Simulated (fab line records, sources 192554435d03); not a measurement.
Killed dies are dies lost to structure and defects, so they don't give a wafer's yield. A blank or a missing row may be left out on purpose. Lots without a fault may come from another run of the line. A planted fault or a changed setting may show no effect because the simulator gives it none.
Which tool did it? | flow n5_finfet | 24 lots, 72 wafers sampled, at 4 steps of a route of 1938

WHAT THE GAUGES READ, wafer by wafer
N5_BEOL_M3_CD_MEAS_11: target cd 17.05 nm. Usual: cd_nm 17.04 nm, standard deviation 0.24.
lot  | measured     | on        | cd_nm (nm)        | flag
L074 | day 7 01:13  | cd_sem-01 | 16.88 17.28 17.47 |
L075 | day 7 06:37  | cd_sem-02 | 17.31 16.70 17.12 |
L076 | day 7 07:42  | cd_sem-03 | 16.85 17.13 16.96 |
L077 | day 7 21:14  | cd_sem-01 | 17.12 17.26 17.47 |
L078 | day 7 21:36  | cd_sem-01 | 16.64 17.53 16.77 |
L079 | day 8 03:15  | cd_sem-02 | 17.00 16.91 16.85 |
L080 | day 8 12:20  | cd_sem-01 | 17.08 16.91 17.27 |
L083 | day 9 04:35  | cd_sem-02 | 17.06 17.00 16.95 |
L081 | day 9 05:10  | cd_sem-03 | 17.08 17.09 17.11 |
L082 | day 9 13:16  | cd_sem-01 | 17.09 17.02 17.19 |
L085 | day 9 13:32  | cd_sem-02 | 16.81 17.06 17.17 |
L084 | day 9 17:26  | cd_sem-01 | 17.01 17.19 17.15 |
L086 | day 9 22:32  | cd_sem-02 | 16.69 17.02 17.19 |
L087 | day 10 13:36 | cd_sem-03 | 16.43 16.81 17.26 |
L089 | day 11 09:54 | cd_sem-02 | 16.81 17.02 17.00 |
L090 | day 12 01:51 | cd_sem-03 | 17.09 17.01 17.03 |
L088 | day 12 03:13 | cd_sem-02 | 16.87 16.43 17.32 |
L091 | day 12 09:50 | cd_sem-03 | 17.26 16.92 16.81 |
L094 | day 12 09:56 | cd_sem-02 | 17.50 16.81 16.96 |
L093 | day 12 10:07 | cd_sem-03 | 17.17 16.78 17.51 |
L096 | day 12 16:11 | cd_sem-03 | 17.27 16.66 16.82 |
L092 | day 12 20:47 | cd_sem-03 | 17.08 16.74 17.14 |
L095 | day 12 23:51 | cd_sem-01 | 17.33 17.34 17.09 |
L097 | day 13 11:54 | cd_sem-03 | 17.31 17.50 16.88 |

N5_BEOL_M3_CD_MEAS_35: target cd 18 nm, target cd y 21 nm. Usual: cd_nm 17.9 nm, standard deviation 0.39.
lot  | measured     | on        | cd_nm (nm)     | flag
L074 | day 7 06:04  | cd_sem-03 | 18.0 18.4 18.1 |
L075 | day 7 11:20  | cd_sem-02 | 18.1 18.3 18.2 |
L076 | day 7 11:22  | cd_sem-03 | 18.0 17.9 18.1 |
L077 | day 7 23:52  | cd_sem-01 | 17.4 17.2 18.0 |
L078 | day 7 23:55  | cd_sem-03 | 17.8 17.6 18.5 |
L079 | day 8 08:00  | cd_sem-01 | 17.9 17.2 17.6 |
L080 | day 8 17:19  | cd_sem-03 | 17.7 17.2 17.9 |
L083 | day 9 13:19  | cd_sem-02 | 17.7 18.3 17.8 |
L081 | day 9 13:40  | cd_sem-02 | 18.0 18.4 18.0 |
L082 | day 9 16:55  | cd_sem-02 | 18.0 18.1 18.4 |
L085 | day 10 00:37 | cd_sem-02 | 18.0 18.0 17.9 |
L084 | day 10 04:08 | cd_sem-02 | 18.0 18.1 17.9 |
L086 | day 10 09:23 | cd_sem-01 | 17.8 18.2 17.0 |
L087 | day 10 18:11 | cd_sem-03 | 17.8 17.4 18.2 |
L089 | day 11 14:19 | cd_sem-02 | 17.8 17.5 18.1 |
L090 | day 12 06:32 | cd_sem-03 | 17.5 18.2 17.3 |
L088 | day 12 10:19 | cd_sem-01 | 17.4 17.6 17.9 |
L091 | day 12 14:49 | cd_sem-03 | 18.4 18.5 18.2 |
L094 | day 12 15:45 | cd_sem-01 | 18.0 17.3 17.6 |
L093 | day 12 19:50 | cd_sem-03 | 18.1 18.5 18.4 |
L096 | day 12 20:04 | cd_sem-02 | 18.2 17.7 17.6 |
L092 | day 12 23:20 | cd_sem-03 | 17.7 18.2 17.8 |
L095 | day 13 07:28 | cd_sem-01 | 18.1 18.7 18.4 |
L097 | day 13 19:57 | cd_sem-02 | 17.5 18.6 18.4 |

WHICH TOOL RAN EACH LOT (tool, then ch and the chambers of the sampled wafers, then the start)
lot  | N5_BEOL_M2_CMP_52             | N5_BEOL_M3_ETCH_69
L074 | cmp-04 ch 1,3, day 6 23:21    | rie_diel-01 ch 0,2,3, day 7 02:47
L075 | cmp-04 ch 0,2,3, day 7 04:24  | rie_diel-01 ch 1,2, day 7 07:40
L076 | cmp-04 ch 0,2, day 7 06:06    | rie_diel-04 ch 0,1, day 7 08:46
L077 | cmp-01 ch 0,2,3, day 7 19:46  | rie_diel-01 ch 1,2,3, day 7 22:31
L078 | cmp-04 ch 1,2,3, day 7 20:09  | rie_diel-01 ch 0,2,3, day 7 22:53
L079 | cmp-04 ch 0,1,2, day 8 00:12  | rie_diel-01 ch 1,2,3, day 8 04:26
L080 | cmp-04 ch 0,1,2, day 8 08:27  | rie_diel-04 ch 1,2,3, day 8 13:23
L083 | cmp-04 ch 0,2, day 9 02:40    | rie_diel-03 ch 0,1, day 9 05:59
L081 | cmp-04 ch 1,3, day 9 03:22    | rie_diel-01 ch 1,2, day 9 06:20
L082 | cmp-03 ch 0,3, day 9 09:46    | rie_diel-04 ch 0,3, day 9 15:10
L085 | cmp-04 ch 0,2,3, day 9 12:07  | rie_diel-04 ch 1,2, day 9 15:24
L084 | cmp-04 ch 0,1,3, day 9 16:18  | rie_diel-04 ch 0,1, day 9 18:29
L086 | cmp-03 ch 1,3, day 9 19:22    | rie_diel-01 ch 1,2,3, day 10 00:08
L087 | cmp-04 ch 0,1,3, day 10 12:24 | rie_diel-03 ch 0,2,3, day 10 14:46
L089 | cmp-03 ch 0,1,2, day 11 07:32 | rie_diel-03 ch 0,1,3, day 11 11:55
L090 | cmp-01 ch 0,2,3, day 11 21:26 | rie_diel-03 ch 0,2, day 12 03:04
L088 | cmp-04 ch 0,1,2, day 12 01:37 | rie_diel-04 ch 0,2,3, day 12 04:28
L091 | cmp-04 ch 1,2,3, day 12 06:20 | rie_diel-03 ch 1,2,3, day 12 11:01
L094 | cmp-01 ch 0,3, day 12 06:28   | rie_diel-01 ch 0,2,3, day 12 11:07
L093 | cmp-04 ch 1,2, day 12 06:34   | rie_diel-01 ch 0,3, day 12 11:15
L096 | cmp-01 ch 0,2, day 12 14:47   | rie_diel-03 ch 2,3, day 12 17:15
L092 | cmp-04 ch 0,2,3, day 12 18:20 | rie_diel-01 ch 1,2, day 12 21:49
L095 | cmp-04 ch 0,1,3, day 12 21:26 | rie_diel-03 ch 0,2,3, day 13 00:59
L097 | cmp-03 ch 1,2,3, day 13 10:46 | rie_diel-03 ch 0,2, day 13 13:04
- N5_BEOL_M2_CMP_52: polishes, stops on SiOC, t overpolish 6.8 s, target thk 40 nm.
- N5_BEOL_M3_ETCH_69: etches SiARC in CF4, target depth 15.6 nm, time 26 s.

WHAT THE TOOLS THEMSELVES READ (means of the sampled wafers that have a number; where no wafer has one, the mark that the record gives instead)
N5_BEOL_M2_CMP_52. Usual: barrier_field_endpoint_s 25.0 s, standard deviation 0.55; motor_current_A 5.6 A, standard deviation 0.76; overpolish_run_s 6.801 s, standard deviation 0.0094; time_to_endpoint_s 64.8 s, standard deviation 2.7.
lot  | tool   | barrier_field_endpoint_s (s) | motor_current_A (A) | overpolish_run_s (s) | time_to_endpoint_s (s) | flag
L074 | cmp-04 | 24.9                         | 6.2                 | 6.797                | 67.4                   |
L075 | cmp-04 | 25.1                         | 5.2                 | 6.812                | 68.1                   |
L076 | cmp-04 | 24.6                         | 4.9                 | 6.808                | 63.6                   |
L077 | cmp-01 | 24.6                         | 6.6                 | 6.793                | 63.9                   |
L078 | cmp-04 | 25.1                         | 5.9                 | 6.796                | 66.4                   |
L079 | cmp-04 | 24.9                         | 5.6                 | 6.804                | 64.9                   |
L080 | cmp-04 | 24.7                         | 5.4                 | 6.796                | 64.7                   |
L083 | cmp-04 | 24.9                         | 5.0                 | 6.803                | 66.0                   |
L081 | cmp-04 | 25.8                         | 5.9                 | 6.804                | 68.4                   |
L082 | cmp-03 | 24.9                         | 5.9                 | 6.803                | 60.7                   |
L085 | cmp-04 | 24.7                         | 5.1                 | 6.799                | 66.2                   |
L084 | cmp-04 | 25.4                         | 5.7                 | 6.802                | 67.5                   |
L086 | cmp-03 | 25.1                         | 5.6                 | 6.799                | 64.2                   |
L087 | cmp-04 | 25.8                         | 5.5                 | 6.804                | 65.0                   |
L089 | cmp-03 | 25.3                         | 5.2                 | 6.810                | 67.2                   |
L090 | cmp-01 | 25.2                         | 6.6                 | 6.809                | 61.3                   |
L088 | cmp-04 | 25.0                         | 5.4                 | 6.809                | 62.6                   |
L091 | cmp-04 | 25.6                         | 5.8                 | 6.801                | 66.8                   |
L094 | cmp-01 | 24.4                         | 6.3                 | 6.800                | 61.5                   |
L093 | cmp-04 | 24.4                         | 6.1                 | 6.805                | 62.0                   |
L096 | cmp-01 | 25.7                         | 7.1                 | 6.799                | 65.1                   |
L092 | cmp-04 | 24.4                         | 5.1                 | 6.798                | 66.1                   |
L095 | cmp-04 | 24.6                         | 5.5                 | 6.791                | 63.4                   |
L097 | cmp-03 | 24.3                         | 5.4                 | 6.796                | 61.1                   |

N5_BEOL_M3_ETCH_69. Usual: drypump_motor_current_A 5.8 A, standard deviation 0.7; etch_rf_on_time_s 26.4 s, standard deviation 0.67; oes_product_au 0.65 a.u., standard deviation 0.051; rf_vpp_V 184.0 V, standard deviation 1; showerhead_plenum_p_Torr 2.12 Torr, standard deviation 0.054; throttle_valve_pct 15.53 %, standard deviation 0.19.
lot  | tool        | drypump_motor_current_A (A) | etch_rf_on_time_s (s) | oes_product_au (a.u.) | rf_vpp_V (V) | showerhead_plenum_p_Torr (Torr) | throttle_valve_pct (%) | flag
L074 | rie_diel-01 | 5.7                         | 26.2                  | 0.69                  | 183.4        | 2.14                            | 15.53                  |
L075 | rie_diel-01 | 5.0                         | 26.9                  | 0.61                  | 183.2        | 2.08                            | 15.58                  |
L076 | rie_diel-04 | 5.2                         | 26.3                  | 0.62                  | 184.7        | 2.21                            | 15.47                  |
L077 | rie_diel-01 | 5.5                         | 26.6                  | 0.66                  | 183.6        | 2.10                            | 15.53                  |
L078 | rie_diel-01 | 5.7                         | 26.1                  | 0.68                  | 184.0        | 2.14                            | 15.55                  |
L079 | rie_diel-01 | 5.5                         | 26.9                  | 0.65                  | 183.5        | 2.10                            | 15.51                  |
L080 | rie_diel-04 | 6.0                         | 26.3                  | 0.70                  | 184.0        | 2.14                            | 15.38                  |
L083 | rie_diel-03 | 5.7                         | 26.6                  | 0.70                  | 184.5        | 2.16                            | 15.22                  |
L081 | rie_diel-01 | 5.1                         | 27.1                  | 0.60                  | 184.2        | 2.11                            | 15.49                  |
L082 | rie_diel-04 | 6.3                         | 26.5                  | 0.67                  | 184.5        | 2.12                            | 15.52                  |
L085 | rie_diel-04 | 5.3                         | 26.3                  | 0.67                  | 184.7        | 2.17                            | 15.38                  |
L084 | rie_diel-04 | 4.9                         | 25.9                  | 0.62                  | 184.8        | 2.20                            | 15.49                  |
L086 | rie_diel-01 | 5.5                         | 26.6                  | 0.64                  | 183.6        | 2.10                            | 15.55                  |
L087 | rie_diel-03 | 6.5                         | 26.2                  | 0.64                  | 183.6        | 2.10                            | 15.60                  |
L089 | rie_diel-03 | 6.0                         | 26.4                  | 0.66                  | 184.4        | 2.14                            | 15.42                  |
L090 | rie_diel-03 | 6.5                         | 27.3                  | 0.65                  | 184.1        | 2.11                            | 15.52                  |
L088 | rie_diel-04 | 6.2                         | 26.2                  | 0.67                  | 183.7        | 2.12                            | 15.45                  |
L091 | rie_diel-03 | 6.1                         | 26.0                  | 0.65                  | 183.9        | 2.11                            | 15.55                  |
L094 | rie_diel-01 | 5.7                         | 26.1                  | 0.66                  | 183.5        | 2.13                            | 15.61                  |
L093 | rie_diel-01 | 6.1                         | 26.4                  | 0.69                  | 184.5        | 2.12                            | 15.63                  |
L096 | rie_diel-03 | 6.5                         | 26.3                  | 0.61                  | 183.2        | 2.06                            | 15.74                  |
L092 | rie_diel-01 | 5.1                         | 26.9                  | 0.59                  | 184.2        | 2.10                            | 15.55                  |
L095 | rie_diel-03 | 6.5                         | 26.8                  | 0.63                  | 184.3        | 2.10                            | 15.63                  |
L097 | rie_diel-03 | 6.5                         | 27.2                  | 0.64                  | 184.1        | 2.11                            | 15.54                  |

THE ANSWER, worked out from the rows above alone
Rule: a lot is off if the mean of its wafers that have a number lies more than 3 standard deviations from the usual mean. A lot without any number at a reading at which 4 lots or more have one is off too. The other lots that the step has rows for count as sound. The gauges are gone through in route order, then the tools' own readings, and for those a lot's mean is taken as printed above. The first step at which some lot is off is used, and at that step the reading that is off furthest; a lot without a number counts as furthest.
No lot is off at any reading shown: from this, nothing can be told.

WHAT THE SIMULATOR HAD PUT IN
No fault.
